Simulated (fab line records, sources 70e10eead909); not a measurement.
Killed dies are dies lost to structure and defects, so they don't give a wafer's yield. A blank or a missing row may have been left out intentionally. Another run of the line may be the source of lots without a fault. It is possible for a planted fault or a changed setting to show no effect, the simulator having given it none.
Matching of chambers    flow nandHarc    NHARC_P_M2_ETCH_35 on rieDiel-07 has 4 sister chambers
The step etches the open film in N2/H2, target depth 40 nm, overetch 12 nm, time 43.94 s. 14 wafers are shown with their chamber, then 7 later ones without.

== WAFERS WITH THEIR CHAMBER ==
wafer   chamber  showerheadPlenumPTorr (Torr)  oesProductAu (a.u.)  rfVppV (V)
L076.2  0        2.10                          0.993                432.2
L076.3  1        2.18                          1.001                433.5
L076.6  1        2.18                          1.001                434.4
L080.2  0        2.10                          0.999                432.9
L080.5  2        2.10                          0.992                432.3
L080.6  1        2.18                          1.012                435.0
L081.2  3        2.18                          0.981                434.5
L081.4  2        2.10                          0.995                432.1
L081.6  2        2.10                          0.991                432.5
L084.3  2        2.10                          0.996                432.3
L084.4  0        2.10                          0.999                433.4
L084.5  1        2.18                          1.006                433.9
L087.1  2        2.10                          0.996                430.3
L087.3  1        2.17                          1.004                434.1

SIGNATURES (averages over the wafers above)
reading                chamber 0  chamber 1  chamber 2  chamber 3  scatter within a chamber
showerheadPlenumPTorr  2.1000     2.1780     2.1000     2.1800     0.00283
oesProductAu           0.99700    1.00480    0.99400    0.98100    0.00359
rfVppV                 432.833    434.180    431.900    434.500    0.726
Rule: a wafer lies at a distance from a chamber equal to the root of the sum of squares, over the readings, of (its reading less the chamber's mean, divided by the reading's scatter). If the next closest chamber is less than 2 further off than the closest, the wafer can't be placed; otherwise it belongs to the closest. How the scatter is found: for the shown wafers, subtract from each reading the mean of its chamber, square and add these, divide the total by (wafers less chambers), then take the root.

== WAFERS WITH NO CHAMBER GIVEN ==
wafer   showerheadPlenumPTorr (Torr)  oesProductAu (a.u.)  rfVppV (V)
L087.6  2.09                          1.009                431.9
L090.2  2.17                          1.007                433.6
L090.5  2.09                          1.011                433.5
L090.6  2.17                          1.006                433.8
L097.2  2.17                          0.986                433.2
L097.5  2.09                          0.997                432.0
L097.6  2.17                          0.992                433.1

== WHICH CHAMBER EACH ONE RAN IN ==
wafer   from the rows above      in truth
L087.6  can't be placed: 0 or 2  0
L090.2  1                        1
L090.5  can't be placed: 0 or 2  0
L090.6  1                        1
L097.2  can't be placed: 3 or 1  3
L097.5  can't be placed: 2 or 0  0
L097.6  can't be placed: 1 or 3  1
Placed correctly: 2 of 7. These rows do not allow placing 5 (true chamber among the candidates in 5). Placed wrongly: 0.
